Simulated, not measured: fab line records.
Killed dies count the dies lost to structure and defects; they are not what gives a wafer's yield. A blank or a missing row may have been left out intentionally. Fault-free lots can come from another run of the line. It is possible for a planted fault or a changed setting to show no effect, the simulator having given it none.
fab line records ; flow nand_harc
record: lots: 5; wafers: 15; last_day: 24
route steps=1159 shown A_CHANNEL_FILL_D1@507 A_STAIRCASE@519 END@1159
lots untouched by any fault: they come from a run of this same line in which no faults occurred
start_h: start of the lot's first displayed wafer, in hours after the record's first day ; wait_h: hours elapsed since this lot's preceding step ; " the same as in the row above ; L1.1+2: a single row standing in for several wafers ; - either no value or no given start ; * or withheld: withheld ; < > ~ a bound
route shown NAME@n: NAME is a module with steps in the file, n the number in the route of the first one ; usual: mean and standard deviation over wafers with no fault ; same: alike in all rows ; chamber/n: place in a boat ; sites: each site's reading ; _std_site: how widely they spread, as a standard deviation ; _edge_site: outer sites' mean less inner sites' ; radius_mm: how far each site lies from the wafer's centre ; mask NAME#n: copy n ; behind: tool/chamber where the wafer was last shaped ; hold: the reason the lot was held/the length of the hold in hours/how it ended ; device: the n, p or np transistor that did not switch ; end of line: the route-end tests of the same wafers ; a step with no rows: only its recipe ; killed: dies that structure and defects cost at the first sort, which is not the same as the wafer's yield ; map: a wafer's dies, x killed, . not, _ none there
set.NAME: the run value of the setting; set.NAME@STEP: its run value at that earlier step ; model.NAME: the simulator's own value behind a step, which no gauge read
certain route steps with their lots: each step a table, each wafer a row
services: a tool's chamber out of use, with start hour (start_h, from the record's first day; less than 0 if before it), hours out, and reason
== steps ==
step: NHARC_A_CHANNEL_FILL_D1_ALD_25
recipe: target_thk_a: 600; pulse_time_s: 10; ald_cycles: 600; temp_c: 300; material: SiOx
usual: heater_power_w: 486/50; precursor_pulse_height_rel: 1.002/0.019
lot.wafer;tool;chamber;start_h;wait_h;heater_power_w;precursor_pulse_height_rel
L874.2;ald_hk-01;0;230.86;0.3;523;1.022
L874.1;ald_hk-01;1;230.86;0.3;537;0.995
L874.3;ald_hk-01;3;232.71;2.2;449;0.976
L877.4;ald_hk-02;3;242.74;0.0;559;1.001
L877.2;ald_hk-02;0;242.74;0.0;487;1.013
L877.6;ald_hk-02;3;245.17;2.5;560;0.995
L884.2;ald_hk-03;0;281.30;1.7;518;0.993
L884.3;ald_hk-03;2;282.53;2.9;588;1.013
L884.6;ald_hk-03;0;283.76;4.2;508;1.034
L889.4;ald_hk-02;0;317.43;0.0;463;1.004
L889.2;ald_hk-02;1;317.43;0.0;369;0.985
L889.5;ald_hk-02;0;319.85;2.5;474;1.007
L893.4;ald_hk-01;1;329.89;4.3;493;0.994
L893.5;ald_hk-01;0;331.73;6.1;529;1.017
L893.6;ald_hk-01;1;331.73;6.1;506;1.012
step: NHARC_A_CHANNEL_FILL_D1_ETCHBACK_08
recipe: target_depth_a: 2200; time_s: 110; c4f8_flow_sccm: 20; ar_flow_sccm: withheld; rf_w: 600; bias_w: 300; chemistry: C4F8
usual: oes_product_au: 0.97/0.036; rf_vpp_V: 441.2/2.2
same: time_s: 110
lot.wafer;tool;chamber;start_h;wait_h;oes_product_au;rf_hours_counter_h;rf_vpp_V
L874.2;rie_diel-03;2;-;-;0.98;2;442.4
L874.3;rie_diel-03;3;-;-;1.00;2;442.9
L874.1;rie_diel-03;0;-;-;1.00;2;438.8
L877.4;rie_diel-03;2;-;-;0.92;3;442.2
L877.2;rie_diel-03;3;-;-;0.93;4;442.7
L877.6;rie_diel-03;2;-;-;0.92;-;443.9
L884.2;rie_diel-07;3;-;-;0.92;1;440.4
L884.3;rie_diel-07;0;-;-;0.93;0;439.4
L884.6;rie_diel-07;3;-;-;0.93;-;440.3
L889.4;rie_diel-06;3;-;-;1.01;2;441.8
L889.2;rie_diel-06;2;-;-;1.00;2;439.7
L889.5;rie_diel-06;3;-;-;1.00;-;442.1
L893.4;rie_diel-06;2;-;-;1.01;3;440.4
L893.5;rie_diel-06;0;-;-;1.01;-;443.0
L893.6;rie_diel-06;1;-;-;1.01;-;438.0
step: NHARC_A_CHANNEL_FILL_D1_STRIP_29
recipe: time_s: 20; o2_flow_sccm: 500; ar_flow_sccm: 0; bias_w: 0; chemistry: O2
usual: drypump_motor_current_A: 5.7/0.51; mfc_ar_sccm: 0.009/0.011; oes_product_au: 1.003/0.0077; rf_vpp_V: 57.8/0.83; showerhead_plenum_p_Torr: 3.55/0.11; throttle_valve_pct: 17.037/0.009
same: time_s: 20
lot.wafer;tool;chamber;start_h;wait_h;drypump_motor_current_A;mfc_ar_sccm;oes_product_au;rf_hours_counter_h;rf_vpp_V;showerhead_plenum_p_Torr;throttle_valve_pct
L874.3;rie_diel-03;2;-;-;5.4;0.016;0.990;2;59.5;3.66;17.046
L874.1;rie_diel-03;3;-;-;6.4;0;0.993;2;57.7;3.65;17.029
L874.2;rie_diel-03;1;-;-;5.6;0.025;1.001;2;58.6;3.76;17.033
L877.2;rie_diel-03;3;-;-;6.3;0;0.990;4;58.0;3.65;17.038
L877.4;rie_diel-03;0;-;-;5.4;0;0.995;4;57.3;3.34;17.043
L877.6;rie_diel-03;2;-;-;5.4;0.016;0.998;-;57.8;3.66;17.046
L884.2;rie_diel-07;1;-;-;6.3;0;0.996;1;56.5;3.43;17.020
L884.3;rie_diel-07;2;-;-;5.1;0;1.012;1;58.9;3.67;17.028
L884.6;rie_diel-07;1;-;-;6.3;0;0.997;-;56.9;3.43;17.040
L889.4;rie_diel-06;2;-;-;6.3;0;1.008;2;57.6;3.50;17.033
L889.2;rie_diel-06;3;-;-;5.4;0.027;1.002;2;57.0;3.58;17.052
L889.5;rie_diel-06;2;-;-;6.3;0;1.011;-;56.5;3.50;17.033
L893.4;rie_diel-06;1;-;-;5.8;0;1.008;3;56.3;3.35;17.027
L893.6;rie_diel-06;2;-;-;6.3;0;1.009;-;56.6;3.50;17.029
L893.5;rie_diel-06;3;-;-;5.4;0.027;1.004;-;56.6;3.58;17.027
step: NHARC_A_CHANNEL_FILL_D1_PRECLEAN_30
recipe: time_s: 30; chemistry: dHF
step: NHARC_A_CHANNEL_FILL_D1_SRD_31
step: NHARC_A_CHANNEL_FILL_D1_CVD_09
recipe: target_thk_a: 1500; temp_c: 620; pressure_mtorr: 200; time_s: 3000; material: poly-Si
step: NHARC_A_CHANNEL_FILL_D1_CMP_10
recipe: target_thk_nm: 150
usual: motor_current_A: 12.1/1.2; time_to_endpoint_s: 14.7/2
lot.wafer;tool;chamber;start_h;wait_h;motor_current_A;time_to_endpoint_s
L874.1;cmp-02;3;241.99;0.4;11.5;17.2
L874.3;cmp-02;1;241.99;0.4;14.0;15.4
L874.2;cmp-02;2;241.99;0.4;12.8;12.9
L877.4;cmp-04;1;254.60;0.4;10.9;12.7
L877.2;cmp-04;2;254.60;0.4;11.0;14.9
L877.6;cmp-04;3;254.60;0.4;13.2;16.2
L884.3;cmp-04;3;292.10;0.4;13.3;14.8
L884.2;cmp-04;2;292.10;0.4;11.2;15.7
L884.6;cmp-04;0;292.10;0.4;11.7;14.8
L889.2;cmp-02;0;328.77;0.4;13.3;13.8
L889.4;cmp-02;2;328.77;0.4;13.0;13.2
L889.5;cmp-02;0;328.77;0.4;13.7;14.7
L893.4;cmp-04;2;340.78;0.4;10.8;12.1
L893.6;cmp-04;3;340.78;0.4;13.5;13.5
L893.5;cmp-04;0;340.78;0.4;11.1;14.6
step: NHARC_A_CHANNEL_FILL_D1_SRD_12
step: NHARC_A_CHANNEL_FILL_D1_RTA_24
recipe: temp_c: 1000; time_s: 5
usual: lamp_power_pct: 33.5/0.43; wafer_temp_C_max: 1006.5/2
same: time_s: 5
lot.wafer;tool;chamber;start_h;wait_h;lamp_power_pct;wafer_temp_C_max
L874.1;rtp_anneal-01;0;242.54;0.2;33.0;1005.0
L874.2;rtp_anneal-01;0;242.54;0.2;33.0;1004.4
L874.3;rtp_anneal-01;0;242.54;0.2;33.0;1005.2
L877.2;rtp_anneal-02;0;255.02;0.1;33.9;1005.3
L877.4;rtp_anneal-02;0;255.02;0.1;33.8;1007.8
L877.6;rtp_anneal-02;0;255.02;0.1;33.9;1008.6
L884.2;rtp_anneal-02;0;292.55;0.1;33.9;1008.1
L884.3;rtp_anneal-02;0;292.55;0.1;33.9;1008.8
L884.6;rtp_anneal-02;0;292.55;0.1;33.9;1007.3
L889.2;rtp_anneal-01;0;329.21;0.1;33.0;1004.1
L889.4;rtp_anneal-01;0;329.21;0.1;33.0;1005.5
L889.5;rtp_anneal-01;0;329.21;0.1;33.0;1003.6
L893.4;rtp_anneal-02;0;341.21;0.1;33.9;1010.0
L893.5;rtp_anneal-02;0;341.21;0.1;34.0;1005.8
L893.6;rtp_anneal-02;0;341.21;0.1;33.9;1006.6
step: NHARC_A_CHANNEL_FILL_D1_INSPECT_13
usual: raw_defect_count: 311/140
lot.wafer;tool;chamber;start_h;wait_h;raw_defect_count
L874.1;defect_inspect-02;-;242.76;0.2;245
L874.2;defect_inspect-02;-;242.76;0.2;281
L874.3;defect_inspect-02;-;242.76;0.2;177
L877.2;defect_inspect-01;-;255.18;0.1;423
L877.4;defect_inspect-01;-;255.18;0.1;184
L877.6;defect_inspect-01;-;255.18;0.1;567
L884.2;defect_inspect-02;-;292.73;0.1;303
L884.3;defect_inspect-02;-;292.73;0.1;169
L884.6;defect_inspect-02;-;292.73;0.1;241
L889.2;defect_inspect-02;-;329.38;0.1;203
L889.4;defect_inspect-02;-;329.38;0.1;358
L889.5;defect_inspect-02;-;329.38;0.1;278
L893.4;defect_inspect-02;-;341.32;0.1;317
L893.5;defect_inspect-02;-;341.32;0.1;294
L893.6;defect_inspect-02;-;341.32;0.1;452
step: NHARC_A_STAIRCASE_DEP_156
recipe: target_thk_a: 500; temp_c: 400; target_thk_nm: 50; flow_sccm: 200; rf_w: 450; material: SiNx
usual: heater_power_w: 764/97; rf_fwd_power_W: 448.2/1.4
lot.wafer;tool;chamber;start_h;wait_h;heater_power_w;rf_fwd_power_W
L874.1;pecvd-04;1;243.39;0.6;751;450.5
L874.3;pecvd-04;2;243.39;0.6;755;447.3
L874.2;pecvd-04;0;243.39;0.6;744;445.8
L877.2;pecvd-02;2;255.28;0.1;758;448.2
L877.6;pecvd-02;2;255.28;0.1;758;447.9
L877.4;pecvd-02;0;255.28;0.1;714;448.0
L884.2;pecvd-02;0;292.82;0.1;738;450.1
L884.3;pecvd-02;1;292.82;0.1;600;446.0
L884.6;pecvd-02;2;292.82;0.1;842;376.5
L889.2;pecvd-01;1;329.51;0.1;954;447.6
L889.4;pecvd-01;1;329.51;0.1;951;448.1
L889.5;pecvd-01;2;329.51;0.1;698;445.3
L893.6;pecvd-04;2;341.47;0.1;780;451.2
L893.4;pecvd-04;0;341.47;0.1;796;447.5
L893.5;pecvd-04;1;341.47;0.1;790;450.5
step: NHARC_A_STAIRCASE_DEHYDRATE_158
recipe: temp_c: 150; time_s: 120
step: NHARC_END_SORT_01
recipe: temp_c: 25
usual: killed_at_array: 25/9.8; killed_at_other: 0.8/1.1; killed_at_periphery: 3.3/2.1; killed_dies: 29/10; killed_open: 3.3/1.8; killed_short: 1.9/1.4
same: gross_dies: 677
lot.wafer;tool;chamber;start_h;wait_h;killed_at_array;killed_at_other;killed_at_periphery;killed_dies;killed_open;killed_short
L884.6;prober-02;0;506.05;4.0;23;2;6;31;3;7
killed by level:class
L884.6 A_CONTACT:chamber_film_flake=5 A_SGD_CUT:chamber_film_flake=4 A_STAIRCASE:chamber_film_flake=3 A_CHANNEL_FILL_D1:geometric_particle:open=2 P_CONTACT:chamber_film_flake=2 A_CHANNEL_HOLE_D1:chamber_film_flake=2 THIN_TSV:chamber_film_flake=2 P_CONTACT:geometric_particle:short=1
== services ==
tool;chamber;start_h;hours;kind
rie_diel-03;-;215.33;9.0;pm
rie_diel-03;0;215.33;9.0;vent_cycle
rie_diel-03;1;215.33;9.0;vent_cycle
rie_diel-03;2;215.33;9.0;vent_cycle
rie_diel-03;3;215.33;9.0;vent_cycle
ald_hk-03;-;217.18;1.1;repair
rie_diel-07;-;228.20;9.0;pm
pecvd-01;2;228.91;5.2;repair
pecvd-04;2;229.12;7.9;repair
cmp-02;-;237.00;2.1;repair
pecvd-01;-;237.14;13.0;pm
rie_diel-06;-;241.20;9.0;pm
cmp-02;-;244.17;4.0;pm
ald_hk-02;-;281.14;10.0;pm
pecvd-04;1;286.35;13.8;repair
pecvd-04;-;288.78;0.7;repair
pecvd-02;2;296.48;7.5;repair
rtp_anneal-02;-;300.04;12.0;pm
cmp-04;-;302.04;4.0;pm
rie_diel-03;1;303.35;6.5;repair
rie_diel-07;1;320.46;6.3;repair
cmp-04;-;322.37;5.4;repair
ald_hk-03;-;329.62;1.4;repair
pecvd-02;-;334.17;13.0;pm
== key ==
first_sign: step: NHARC_A_STAIRCASE_DEP_156; reading: rf_fwd_power_W; direction: down; sigmas: 50; usual: *; struck: *
effect none on later readings
met_at NHARC_A_STAIRCASE_DEP_156
struck_wafers L884.6
tester_left_out L884
onset_between 255.28 292.82
fault: kind: process_parameter_drift; tool: pecvd-02; chamber: 2; onset_h: 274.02; steps: NHARC_A_STAIRCASE_DEP_156; channel: rf_w; offset: *; shape: step; end_h: 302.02; acts_in: *; stated: *
tester_left_out: of these lots the tester's yield and bins aren't shown, on N5 and GAA mostly nor the transistor test; their killed dies are dies lost to structure and defects alone, not to doping, threshold or leakage, so they don't give the yield
